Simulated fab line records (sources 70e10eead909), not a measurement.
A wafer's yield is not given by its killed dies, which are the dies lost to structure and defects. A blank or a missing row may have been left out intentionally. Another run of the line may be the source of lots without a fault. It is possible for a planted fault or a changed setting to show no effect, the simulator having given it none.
Matching of chambers + flow nand-harc + 4 sister chambers for NHARC_A_SLIT_ETCH_24 on rie-diel-06
The step etches the open film in CF4/CHF3, target depth 121 nm, time 60.5 s. 8 wafers are shown with their chamber, then 7 later ones without.

== WAFERS WITH THEIR CHAMBER ==
| wafer  | chamber | drypump-motor-current-A (A) | rf-vpp-V (V) |
|--------|---------|-----------------------------|--------------|
| L076.2 | 0       | 5.0                         | 368.5        |
| L076.6 | 3       | 5.9                         | 371.8        |
| L086.3 | 2       | 5.8                         | 369.1        |
| L086.6 | 0       | 5.0                         | 371.6        |
| L085.5 | 2       | 5.8                         | 369.4        |
| L085.6 | 1       | 5.2                         | 367.5        |
| L094.1 | 3       | 6.0                         | 373.8        |
| L094.3 | 1       | 5.2                         | 364.9        |

== WAFERS WHOSE CHAMBER IS MISSING ==
| wafer  | drypump-motor-current-A (A) | rf-vpp-V (V) |
|--------|-----------------------------|--------------|
| L094.4 | 5.8                         | 367.7        |
| L091.1 | 5.9                         | 372.5        |
| L091.5 | 4.9                         | 369.0        |
| L091.6 | 5.9                         | 372.0        |
| L095.1 | 5.8                         | 368.9        |
| L095.2 | 5.2                         | 367.2        |
| L095.3 | 5.0                         | 368.0        |

== WHICH CHAMBER EACH WENT THROUGH ==
| wafer  | from the rows above     | in truth |
|--------|-------------------------|----------|
| L094.4 | 2                       | 2        |
| L091.1 | 3                       | 3        |
| L091.5 | 0                       | 0        |
| L091.6 | can't be placed: 3 or 2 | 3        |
| L095.1 | 2                       | 2        |
| L095.2 | 1                       | 1        |
| L095.3 | 0                       | 0        |
Correctly placed: 6 of 7. Can't be placed from these rows: 1 (the true chamber is among the candidates in 1). 0 placed wrongly.
How it was worked out, from the rows above alone: a wafer's distance from a chamber is the root of the sum, over the readings, of the square of ((its reading less the chamber's mean) divided by the reading's scatter). If the next closest chamber is less than 2 further off than the closest, the wafer can't be placed; otherwise it belongs to the closest. A chamber's mean is the mean of its shown wafers. The scatter: the root of (the sum of the squares of (reading less its chamber's mean) over the shown wafers, divided by (wafers less chambers)).
